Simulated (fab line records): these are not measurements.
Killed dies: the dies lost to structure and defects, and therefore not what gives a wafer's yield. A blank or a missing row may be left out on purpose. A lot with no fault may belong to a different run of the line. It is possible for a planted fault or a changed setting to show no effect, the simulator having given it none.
Split-lot experiment || flow n5Finfet || route with 1938 steps; 7 lots, 21 wafers read

## THE SPLIT ITSELF
At N5_BEOL_M7_DESCUM_33 (chemistry O2, time 7 s), the setting timeS was moved away from the recipe's 7 s on 3 of the 21 wafers read, by +9.4% to +14.2%. The other wafers ran this setting at the recipe's value.

The split's own step is where the reading is taken.

## THE READING
CAR-EUV_of_BEOL_M7_COAT_22.thkNm (the simulator's own value, which no gauge read), in nm, at N5_BEOL_M7_DESCUM_33 (chemistry O2, time 7 s). The file does not state a usual value for it. The 18 wafers here that ran the recipe average 26.0 nm, standard deviation 0.17 nm.

{"wafer": "L076.1", "tool, chamber at the split": "rieDiel-02, 0", "timeS as run, s": 7.786, "against the recipe": "+11.2%", "CAR-EUV_of_BEOL_M7_COAT_22.thkNm, nm": 25.6, "against lot-mates on the recipe": -0.5}
{"wafer": "L076.3", "tool, chamber at the split": "rieDiel-02, 3", "timeS as run, s": 7, "against the recipe": "recipe", "CAR-EUV_of_BEOL_M7_COAT_22.thkNm, nm": 26.2, "against lot-mates on the recipe": "-"}
{"wafer": "L076.6", "tool, chamber at the split": "rieDiel-02, 1", "timeS as run, s": 7, "against the recipe": "recipe", "CAR-EUV_of_BEOL_M7_COAT_22.thkNm, nm": 26, "against lot-mates on the recipe": "-"}
{"wafer": "L082.2", "tool, chamber at the split": "rieDiel-06, 3", "timeS as run, s": 7, "against the recipe": "recipe", "CAR-EUV_of_BEOL_M7_COAT_22.thkNm, nm": 26, "against lot-mates on the recipe": "-"}
{"wafer": "L082.5", "tool, chamber at the split": "rieDiel-06, 3", "timeS as run, s": 7, "against the recipe": "recipe", "CAR-EUV_of_BEOL_M7_COAT_22.thkNm, nm": 26, "against lot-mates on the recipe": "-"}
{"wafer": "L082.4", "tool, chamber at the split": "rieDiel-06, 1", "timeS as run, s": 7.66, "against the recipe": "+9.4%", "CAR-EUV_of_BEOL_M7_COAT_22.thkNm, nm": 25.6, "against lot-mates on the recipe": -0.4}
{"wafer": "L088.1", "tool, chamber at the split": "rieDiel-02, 0,1", "timeS as run, s": 7, "against the recipe": "recipe", "CAR-EUV_of_BEOL_M7_COAT_22.thkNm, nm": 25.8, "against lot-mates on the recipe": "-"}
{"wafer": "L088.4", "tool, chamber at the split": "rieDiel-02, 0,1", "timeS as run, s": 7, "against the recipe": "recipe", "CAR-EUV_of_BEOL_M7_COAT_22.thkNm, nm": 25.8, "against lot-mates on the recipe": "-"}
{"wafer": "L088.3", "tool, chamber at the split": "rieDiel-02, 3", "timeS as run, s": 7, "against the recipe": "recipe", "CAR-EUV_of_BEOL_M7_COAT_22.thkNm, nm": 26, "against lot-mates on the recipe": "-"}
{"wafer": "L090.1", "tool, chamber at the split": "rieDiel-05, 0,2", "timeS as run, s": 7, "against the recipe": "recipe", "CAR-EUV_of_BEOL_M7_COAT_22.thkNm, nm": 25.8, "against lot-mates on the recipe": "-"}
{"wafer": "L090.2", "tool, chamber at the split": "rieDiel-05, 0,2", "timeS as run, s": 7, "against the recipe": "recipe", "CAR-EUV_of_BEOL_M7_COAT_22.thkNm, nm": 25.8, "against lot-mates on the recipe": "-"}
{"wafer": "L090.3", "tool, chamber at the split": "rieDiel-05, 1", "timeS as run, s": 7, "against the recipe": "recipe", "CAR-EUV_of_BEOL_M7_COAT_22.thkNm, nm": 26, "against lot-mates on the recipe": "-"}
{"wafer": "L091.3", "tool, chamber at the split": "rieDiel-05, 2,2,3", "timeS as run, s": 7, "against the recipe": "recipe", "CAR-EUV_of_BEOL_M7_COAT_22.thkNm, nm": 26, "against lot-mates on the recipe": "-"}
{"wafer": "L091.4", "tool, chamber at the split": "rieDiel-05, 2,2,3", "timeS as run, s": 7, "against the recipe": "recipe", "CAR-EUV_of_BEOL_M7_COAT_22.thkNm, nm": 26, "against lot-mates on the recipe": "-"}
{"wafer": "L091.6", "tool, chamber at the split": "rieDiel-05, 2,2,3", "timeS as run, s": 7, "against the recipe": "recipe", "CAR-EUV_of_BEOL_M7_COAT_22.thkNm, nm": 26, "against lot-mates on the recipe": "-"}
{"wafer": "L092.1", "tool, chamber at the split": "rieDiel-06, 0,1,3", "timeS as run, s": 7, "against the recipe": "recipe", "CAR-EUV_of_BEOL_M7_COAT_22.thkNm, nm": 26.2, "against lot-mates on the recipe": "-"}
{"wafer": "L092.3", "tool, chamber at the split": "rieDiel-06, 0,1,3", "timeS as run, s": 7, "against the recipe": "recipe", "CAR-EUV_of_BEOL_M7_COAT_22.thkNm, nm": 26.2, "against lot-mates on the recipe": "-"}
{"wafer": "L092.4", "tool, chamber at the split": "rieDiel-06, 0,1,3", "timeS as run, s": 7, "against the recipe": "recipe", "CAR-EUV_of_BEOL_M7_COAT_22.thkNm, nm": 26.2, "against lot-mates on the recipe": "-"}
{"wafer": "L096.2", "tool, chamber at the split": "rieDiel-06, 1", "timeS as run, s": 7, "against the recipe": "recipe", "CAR-EUV_of_BEOL_M7_COAT_22.thkNm, nm": 26.4, "against lot-mates on the recipe": "-"}
{"wafer": "L096.3", "tool, chamber at the split": "rieDiel-06, 3", "timeS as run, s": 7.994, "against the recipe": "+14.2%", "CAR-EUV_of_BEOL_M7_COAT_22.thkNm, nm": 25.8, "against lot-mates on the recipe": -0.5}
{"wafer": "L096.5", "tool, chamber at the split": "rieDiel-06, 0", "timeS as run, s": 7, "against the recipe": "recipe", "CAR-EUV_of_BEOL_M7_COAT_22.thkNm, nm": 26.2, "against lot-mates on the recipe": "-"}
If several chambers appear in one row, that row covers several wafers at once and the file leaves open which wafer was in which chamber.

THE FIT
A straight line over all 21 wafers: CAR-EUV_of_BEOL_M7_COAT_22.thkNm changes by -0.0291 nm for each +1% of timeS; r = -0.59; the points scatter about the line by 0.17 nm.
The same after taking each lot's own level away (the mean of its wafers on the recipe; 21 wafers): -0.0395 nm for each +1%; r = -0.92; scatter 0.073 nm.
That fit puts the effect of the largest move of timeS on the reading at 0.56 nm.
The span of the lots' own levels, 25.87 to 26.30 nm, comes to 2.6 times the standard deviation stated above.
So the lot-to-lot level blurs the effect unless lot-mates are compared.
Check: with one of the wafers moved furthest among these (+14.2%) left out of the fit, the line predicts -0.62 nm for it against its lot-mates. Against them it came out at -0.5 nm.

## THE OTHER SPLITS THESE WAFERS WENT THROUGH
Before the reading, these wafers also passed through other splits. Each is held against what the fit with the lots' levels taken away leaves over:
{"other split on the same wafers": "N5_BEOL_M4_DESCUM_33 timeS", "wafers away from the commonest value": 12, "r with CAR-EUV_of_BEOL_M7_COAT_22.thkNm (lot level and that fit taken away)": "+0.15"}
{"other split on the same wafers": "N5_BEOL_M5_COAT_60 spinRpm", "wafers away from the commonest value": 8, "r with CAR-EUV_of_BEOL_M7_COAT_22.thkNm (lot level and that fit taken away)": "+0.01"}
{"other split on the same wafers": "N5_BEOL_M7_PECVD_70 tempC", "wafers away from the commonest value": 4, "r with CAR-EUV_of_BEOL_M7_COAT_22.thkNm (lot level and that fit taken away)": -0.21}
{"other split on the same wafers": "N5_BEOL_M7_COAT_71 spinRpm", "wafers away from the commonest value": 6, "r with CAR-EUV_of_BEOL_M7_COAT_22.thkNm (lot level and that fit taken away)": -0.17}

## THE FILE'S OWN FIT
CAR-EUV_of_BEOL_M7_COAT_22.thkNm changes by -0.0396 nm for each +1% of timeS, r = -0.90.
